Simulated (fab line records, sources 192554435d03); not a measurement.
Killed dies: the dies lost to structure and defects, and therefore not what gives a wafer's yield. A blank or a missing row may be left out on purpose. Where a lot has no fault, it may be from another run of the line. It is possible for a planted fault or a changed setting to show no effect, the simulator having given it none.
Chamber matching :: flow n5-finfet :: 4 sister chambers for N5_PASSIVATION_ETCH_54 on rie-diel-01
The step etches SiO2 in CHF3/O2, target depth 880 nm, time 440 s. 4 wafers are shown with their chamber, then 7 later ones without.

== WAFERS WITH THEIR CHAMBER ==
wafer: L085.1
chamber: 2
rf-vpp-V (V): 526

wafer: L085.4
chamber: 0
rf-vpp-V (V): 507

wafer: L089.2
chamber: 3
rf-vpp-V (V): 538

wafer: L089.4
chamber: 1
rf-vpp-V (V): 536

== WAFERS MISSING THEIR CHAMBER ==
wafer: L089.6
rf-vpp-V (V): 539

wafer: L095.1
rf-vpp-V (V): 506

wafer: L095.4
rf-vpp-V (V): 536

wafer: L095.5
rf-vpp-V (V): 525

wafer: L096.1
rf-vpp-V (V): 526

wafer: L096.2
rf-vpp-V (V): 507

wafer: L096.3
rf-vpp-V (V): 538

== THE CHAMBER EACH PASSED THROUGH ==
wafer: L089.6
from the rows above: 3
in truth: 3

wafer: L095.1
from the rows above: 0
in truth: 0

wafer: L095.4
from the rows above: 1
in truth: 1

wafer: L095.5
from the rows above: 2
in truth: 2

wafer: L096.1
from the rows above: 2
in truth: 2

wafer: L096.2
from the rows above: 0
in truth: 0

wafer: L096.3
from the rows above: 3
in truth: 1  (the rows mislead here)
Correctly placed: 6 of 7. Left unplaced by these rows: 0. Number placed wrongly: 1.
How it was worked out, from the rows above alone: a wafer's distance from a chamber is the root of the sum, over the readings, of the square of ((its reading less the chamber's mean) divided by the reading's scatter). The wafer belongs to the nearest chamber; if the next one is less than 2 further off, it can't be placed. For every chamber, the mean is computed from those of its wafers that are shown. The scatter: with one shown wafer a chamber, the root of the mean of the squares of how far each hidden wafer lies from its nearest shown one.
